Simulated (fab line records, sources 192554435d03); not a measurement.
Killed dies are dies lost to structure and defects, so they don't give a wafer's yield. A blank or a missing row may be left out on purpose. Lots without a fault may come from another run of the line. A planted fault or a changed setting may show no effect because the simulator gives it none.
fab line records | flow n5_finfet | part 1 of 2: steps 1 to 15 of 16
record lots=6 wafers=18 last_day=21
route steps=1938 shown HKMG_FIN@435 BEOL_M4@1111 PASSIVATION@1936
lots that met no fault: from a run of the same line without faults
start_h: hours from the record's first day to the start of the lot's first wafer shown | wait_h: hours since the lot's step before | " the same as in the row above | L1.1+2: a row that stands for several wafers | - no value, or no start given | * or withheld: withheld | < > ~ a bound
route shown NAME@n: a module of which the file shows steps, and the number in the route of the first | usual: mean/standard deviation of fault-free wafers | same: alike in all rows | chamber/n: place in a boat | sites: the reading at each site | _std_site: their standard deviation | _edge_site: outer sites' mean less inner sites' | radius_mm: how far each site lies from the wafer's centre | mask NAME#n: copy n | behind: the tool/chamber that last shaped the wafer | hold: why the lot was held/for how many hours/how that ended | device: the transistor (n, p or np) that didn't switch | end of line: the same wafers' tests at the end of the route | a step without rows: its recipe alone | killed: dies lost to structure and defects at the first sort, not the wafer's yield | map: a wafer's dies, x killed, . not, _ none there
set.NAME: the setting as run; set.NAME@STEP: as run at that earlier step | model.NAME: the simulator's own value behind a step, which no gauge read
lots at some steps of the route; a table a step, a row a wafer
services: from which hour (start_h, from the record's first day; less than 0 if before it) a tool's chamber was out of use, for how many hours, and why
## steps
# step N5_HKMG_FIN_ETCH_32
# recipe chemistry=N2/H2 target=SOC target_depth_a=2400 temp_c=40 time_s=300 ion_energy_ev=200 mask_material=SiARC pressure_mtorr=30 source_w=840 bias_w=150 n2_flow_sccm=200 h2_flow_sccm=200
# step N5_HKMG_FIN_STRIP_33
# recipe chemistry=N2/H2 temp_c=40 n2_flow_sccm=200 h2_flow_sccm=200 rf_frequency_hz=6e+07
# step N5_HKMG_FIN_STRIP_34
# recipe chemistry=CF4 resist=SiARC power_w=300 bias_power_w=75 pressure_mtorr=50 cf4_flow_sccm=150 rf_frequency_hz=6e+07
# step N5_HKMG_FIN_ETCH_35
# recipe chemistry=N2/H2 target=SOC target_depth_a=2158 ion_energy_ev=65 bias_w=5 source_w=3000 time_s=243.4 pressure_mtorr=30 n2_flow_sccm=200 h2_flow_sccm=200
# usual drypump_motor_current_A=5.6/0.49 oes_product_au=0.79/0.087 rf_vpp_V=141.6/0.9 showerhead_plenum_p_Torr=2.54/0.067 throttle_valve_pct=17.62/0.21
# columns lot.wafer tool chamber start_h wait_h drypump_motor_current_A oes_product_au rf_hours_counter_h rf_vpp_V showerhead_plenum_p_Torr throttle_valve_pct
L330.1 rie_diel-01 3 110.41 0.0 5.7 0.88 40 141.9 2.50 17.45
L330.5 " 1 " " 5.1 0.76 - 141.3 2.70 18.05
L330.6 " 0 " " 5.5 0.73 - 142.3 2.54 17.85
L333.1 rie_diel-01 0 128.51 0.0 5.5 0.72 178 140.7 2.54 17.87
L333.3 " 2 " " 5.3 0.72 218 140.7 2.40 17.55
L333.4 " 3 " " 5.6 0.86 45 138.7 2.50 17.46
L334.1 rie_diel-05 3 130.78 0.0 5.2 0.98 3 141.1 2.50 17.57
L334.5 " 3 " " 5.3 0.98 - 141.8 2.50 17.58
L334.6 " 2 " " 5.4 0.79 - 140.7 2.54 17.39
L341.1 rie_diel-01 3 169.35 0.0 5.6 0.85 54 139.2 2.50 17.50
L341.3 " 0 " " 5.5 0.71 186 141.4 2.53 17.87
L341.6 " 0 " " 5.5 0.71 - 141.5 2.53 17.88
L342.3 rie_diel-05 0 175.12 0.0 5.3 0.79 98 143.0 2.56 17.59
L342.5 " 2 " " 5.4 0.77 - 141.0 2.54 17.43
L342.6 " 3 " " 5.3 0.93 - 141.9 2.49 17.58
L346.1 rie_diel-04 2 201.89 0.0 4.9 0.72 146 143.3 2.55 17.48
L346.4 " 1 " " 6.4 0.89 35 140.8 2.61 17.95
L346.6 " 1 " " 6.4 0.89 - 142.7 2.61 17.96
# step N5_HKMG_FIN_STRIP_92
# recipe chemistry=N2/H2 material=SOC time_s=20 power_w=500 temp_c=40 pressure_mtorr=50 rf_frequency_hz=6e+07 bias_power_w=8 h2_frac=0.5 n2_flow_sccm=300 h2_flow_sccm=300
# step N5_HKMG_FIN_WET_ETCH_18
# recipe chemistry=SC1 target=TiN mix=1:1:5 temp_c=* time_s=55 target_depth_nm=5.2 dry=ipa_marangoni rinse_time_s=30 rinse_temp_c=23
# step N5_HKMG_FIN_STRIP_19
# recipe chemistry=N2/H2 power_w=2500 temp_c=300 h2_frac=0.65 time_s=360 pressure_mtorr=withheld n2_flow_sccm=1750 h2_flow_sccm=3250
# usual drypump_motor_current_A=5.59/0.2 h2_flow_sccm=3250/11 heater_power_w=445/48
# columns lot.wafer tool chamber start_h wait_h drypump_motor_current_A h2_flow_sccm heater_power_w rf_hours_counter_h
L330.1 plasma_asher-01 1 110.71 0.0 5.52 3264 529 100
L330.5 " 0 " " 5.31 3249 381 -
L330.6 " 1 " " 5.53 3264 520 -
L333.1 plasma_asher-02 0 128.81 0.0 5.65 3259 424 44
L333.3 " 0 " " 5.66 3252 429 -
L333.4 " 1 " " 5.82 3273 429 -
L334.1 plasma_asher-01 1 131.10 0.0 5.53 3238 521 106
L334.5 " 0 " " 5.26 3258 383 -
L334.6 " 1 " " 5.53 3243 515 -
L341.1 plasma_asher-02 0 169.64 0.0 5.60 3244 444 52
L341.3 " 1 " " 5.86 3271 430 -
L341.6 " 1 " " 5.85 3263 432 -
L342.3 plasma_asher-01 1 175.55 0.2 5.53 3244 535 -
L342.5 " 0 " " 5.27 3246 383 -
L342.6 " 1 " " 5.53 3239 515 -
L346.1 plasma_asher-01 1 202.22 0.0 5.53 3261 524 119
L346.4 " 0 " " 5.30 3243 387 -
L346.6 " 0 " " 5.31 3237 385 -
# step N5_HKMG_FIN_ALD_91
# recipe material=TiN target_thk_a=10 temp_c=400 ald_precursor_family=TiCl4 ald_co_reactant=NH3 pulse_time_s=1 purge_time_s=3 co_reactant_purge_time_s=2 co_reactant_pulse_time_s=2 ald_cycles=47 pressure_torr=3
# usual heater_power_outer_w=565/66 heater_power_w=890/88 precursor_pulse_height_rel=0.999/0.022
# same co_reactant_pulse_time_s=2
# columns lot.wafer tool chamber start_h wait_h heater_power_outer_w heater_power_w precursor_pulse_height_rel
L330.1 ald_metal-03 1 111.09 0.3 511 809 0.984
L330.5 " 0 " " 504 814 0.966
L330.6 " 1 " " 498 830 1.046
L333.1 ald_metal-04 0 129.19 0.3 592 878 0.998
L333.3 " 1 " " 528 796 0.979
L333.4 " 0 " " 577 882 1.011
L334.1 ald_metal-03 0 131.49 0.3 500 789 1.013
L334.5 " 0 " " 513 836 0.965
L334.6 " 3 " " 554 945 1.007
L341.1 ald_metal-04 2 170.03 0.3 526 874 1.013
L341.3 " 1 " " 523 785 1.033
L341.6 " 2 " " 525 879 0.968
L342.3 ald_metal-02 3 175.81 0.1 630 1021 1.000
L342.5 " 0 " " 655 995 1.016
L342.6 " 3 " " 623 984 0.976
L346.1 ald_metal-02 0 202.61 0.3 659 970 1.010
L346.4 " 2 " " 442 755 1.023
L346.6 " 0 " " 650 981 1.014
# step N5_HKMG_FIN_COAT_85
# recipe resist=SOC temp_c=250 time_s=60 spin_rpm=1500 resist_thk_nm=300
# step N5_HKMG_FIN_ETCH_86
# recipe chemistry=N2/H2 target=SOC target_depth_a=3932 stop_on=TiN ion_energy_ev=100 bias_w=61 pressure_mtorr=30 source_w=850 n2_flow_sccm=200 h2_flow_sccm=200
# step N5_HKMG_FIN_STRIP_89
# recipe chemistry=N2/H2 material=SOC time_s=20 power_w=500 temp_c=40 pressure_mtorr=50 rf_frequency_hz=6e+07 bias_power_w=8 h2_frac=0.5 n2_flow_sccm=300 h2_flow_sccm=300
# usual bias_power_w=8.002/0.023 chamber_pressure_mTorr=50.00/0.048 drypump_motor_current_A=5.7/0.57 oes_product_au=0.79/0.082 rf_vpp_V=54.2/0.83 showerhead_plenum_p_Torr=3.36/0.087 throttle_valve_pct=18.7/0.32
# columns lot.wafer tool chamber start_h wait_h bias_power_w chamber_pressure_mTorr drypump_motor_current_A oes_product_au rf_hours_counter_h rf_vpp_V showerhead_plenum_p_Torr throttle_valve_pct
L330.1 rie_diel-04 3 111.49 0.0 7.997 49.96 6.6 0.73 189 55.4 3.46 18.8
L330.5 " 3 " " 8.017 50.01 6.5 0.74 - 54.1 3.46 18.7
L330.6 " 0 " " 7.978 49.95 5.8 0.69 - 52.3 3.29 18.6
L333.1 rie_diel-05 1 129.59 0.0 8.019 50.01 6.5 0.90 19 54.3 3.30 18.4
L333.3 " 2 " " 8.018 49.96 5.4 0.79 122 54.8 3.36 18.5
L333.4 " 3 " " 8.002 49.87 5.2 0.97 3 54.0 3.30 19.0
L334.1 rie_diel-04 1 132.01 0.0 7.966 50.00 6.4 0.92 20 54.5 3.45 19.1
L334.5 " 3 " " 8.011 50.07 6.6 0.74 - 54.6 3.45 18.8
L334.6 " 1 " " 7.998 49.95 6.3 0.91 - 53.9 3.45 19.1
L341.1 rie_diel-04 1 170.43 0.0 8.004 50.02 6.4 0.89 29 54.3 3.44 19.1
L341.3 " 3 " " 7.999 49.94 6.6 0.73 205 53.9 3.45 18.8
L341.6 " 1 " " 8.007 49.97 6.3 0.89 - 54.7 3.44 19.1
L342.3 rie_diel-05 1 176.21 0.0 7.964 49.95 6.4 0.87 32 54.7 3.29 18.5
L342.5 " 2 " " 7.952 49.98 5.4 0.77 - 55.1 3.35 18.5
L342.6 " 1 " " 8.015 50.05 6.4 0.87 - 54.6 3.29 18.5
L346.1 rie_diel-01 2 203.01 0.0 8.009 50.09 5.2 0.71 237 54.1 3.17 18.4
L346.4 " 3 " " 8.020 49.90 5.7 0.86 64 55.4 3.29 18.5
L346.6 " 0 " " 7.979 49.98 5.5 0.70 - 54.4 3.34 18.9
# step N5_HKMG_FIN_WET_ETCH_87
# recipe chemistry=SC1 target=TiN mix=1:2:40 temp_c=50 time_s=154.2 target_depth_nm=4.7 dry=ipa_marangoni rinse_time_s=30 rinse_temp_c=23
# step N5_HKMG_FIN_STRIP_88
# recipe chemistry=N2/H2 power_w=2500 temp_c=300 h2_frac=0.65 time_s=360 pressure_mtorr=withheld n2_flow_sccm=1750 h2_flow_sccm=3250
# usual drypump_motor_current_A=5.55/0.21 h2_flow_sccm=3250/10 heater_power_w=447/55
# columns lot.wafer tool chamber start_h wait_h drypump_motor_current_A h2_flow_sccm heater_power_w rf_hours_counter_h
L330.1 plasma_asher-02 0 111.68 0.0 5.66 3254 445 43
L330.5 " 0 " " 5.69 3253 426 -
L330.6 " 1 " " 5.85 3266 432 -
L333.1 plasma_asher-01 0 129.78 0.0 - - - -
L333.3 " 0 " " - - - -
L333.4 " 1 " " - - - -
L334.1 plasma_asher-02 0 132.20 0.0 - - - -
L334.5 " 0 " " - - - -
L334.6 " 1 " " - - - -
L341.1 plasma_asher-01 0 170.62 0.0 5.26 3243 385 114
L341.3 " 1 " " 5.50 3252 528 -
L341.6 " 0 " " 5.26 3238 391 -
L342.3 plasma_asher-02 1 176.58 0.1 5.82 3248 428 -
L342.5 " 0 " " 5.67 3250 433 -
L342.6 " 1 " " 5.82 3240 431 -
L346.1 plasma_asher-01 1 203.20 0.0 5.55 3251 527 119
L346.4 " 0 " " 5.29 3246 376 -
L346.6 " 0 " " 5.29 3253 384 -
# step N5_HKMG_FIN_NWFM_ALD_20
# recipe material=TiAlC target_thk_a=20 temp_c=300 ald_precursor_family=TiCl4 ald_co_reactant=TEA pulse_time_s=3 purge_time_s=2 co_reactant_purge_time_s=2 co_reactant_pulse_time_s=10 ald_cycles=7 pressure_torr=3
# usual heater_power_outer_w=287/35 heater_power_w=496/48 precursor_pulse_height_rel=0.999/0.019
# same co_reactant_pulse_time_s=10
# columns lot.wafer tool chamber start_h wait_h heater_power_outer_w heater_power_w precursor_pulse_height_rel
L330.1 ald_metal-04 1 112.06 0.3 271 435 1.001
L330.5 " 0 " " 299 509 0.977
L330.6 " 1 " " 270 439 1.016
L333.1 ald_metal-04 1 130.16 0.3 274 449 0.986
L333.3 " 0 " " 297 498 0.973
L333.4 " 2 " " 266 498 1.025
L334.1 ald_metal-03 2 132.59 0.3 323 529 1.002
L334.5 " 1 " " 264 469 1.012
L334.6 " 0 " " 254 463 0.993
L341.1 ald_metal-03 3 171.00 0.3 277 531 1.013
L341.3 " 0 " " 263 447 1.021
L341.6 " 0 " " 261 448 1.000
L342.3 ald_metal-02 3 176.85 0.1 318 560 0.972
L342.5 " 2 " " 224 426 0.983
L342.6 " 1 " " 282 481 0.985
L346.1 ald_metal-02 1 203.58 0.3 273 474 1.025
L346.4 " 2 " " 233 422 1.026
L346.6 " 1 " " 269 473 0.999
# step N5_BEOL_M4_RC_MEAS_101
# usual DIBL_N=37.1/2.6 DIBL_P=38/3 IOFF_N=0.18/0.052 IOFF_P=0.25/0.06 ION_N=678/15 ION_P=467/8.6 SS_N=71.7/0.73 SS_P=73.7/0.89 VT_N=249/4.3 VT_P=-248/3.8
# columns lot.wafer tool chamber start_h wait_h DIBL_N[mV/V] DIBL_P[mV/V] IOFF_N[nA/um] IOFF_P[nA/um] ION_N[uA/um] ION_P[uA/um] SS_N[mV/dec] SS_P[mV/dec] VT_N[mV] VT_P[mV]
L330.1 prober-02 0 272.96 0.0 36.6 38 0.17 0.27 669 466 71.8 73.7 250 -247
L330.5 " 0 " " 31.1 30 0.09 0.16 638 451 71.0 71.6 261 -254
L330.6 " 0 " " 35.8 35 0.15 0.22 666 465 71.7 73.3 252 -250
L342.3 prober-02 0 327.20 0.3 38.7 40 0.19 0.30 681 474 71.1 74.3 249 -244
L342.5 " 0 " " 37.3 37 0.18 0.26 690 473 71.5 73.5 248 -243
L342.6 " 0 " " 40.8 43 0.24 0.39 687 477 72.3 74.8 243 -239
L341.1 prober-01 0 342.43 0.0 41.6 44 0.31 0.41 703 482 73.3 74.6 241 -237
L341.3 " 0 " " 40.9 43 0.27 0.40 697 481 73.0 75.1 242 -242
L341.6 " 0 " " 41.4 44 0.28 0.44 696 476 72.5 75.9 242 -240
L346.1 prober-01 0 402.57 0.0 39.9 41 0.24 0.31 703 485 71.7 75.0 244 -243
L346.4 " 0 " " 39.5 41 0.23 0.29 687 474 72.1 74.5 246 -246
L346.6 " 0 " " 39.4 39 0.21 0.24 687 469 71.5 74.3 248 -248
## key
first_sign step=N5_HKMG_FIN_STRIP_88 reading=tool_record direction=missing
effect step=N5_PASSIVATION_PROBE_49 reading=killed_at_front_end direction=up sigmas=92 usual=38 struck=1088
more_kills_born_at N5_HKMG_FIN_NWFM_ALD_20@ald_metal-04=3166 N5_HKMG_FIN_NWFM_ALD_20@ald_metal-03=3136
met_at N5_HKMG_FIN_STRIP_88
struck_wafers L333.1,L333.3,L333.4,L334.1,L334.5,L334.6
later_rows_left_out L333.1,L333.3,L333.4,L334.1,L334.5,L334.6
onset_between 111.68 129.78
fault kind=skipped_step_whole tool=plasma_asher-01,plasma_asher-02 chamber=- onset_h=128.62 steps=N5_HKMG_FIN_STRIP_88 scope=struck_lots_only
# later_rows_left_out: the simulator's readings of these wafers behind a module that went badly wrong aren't trusted and aren't shown, but for the sort
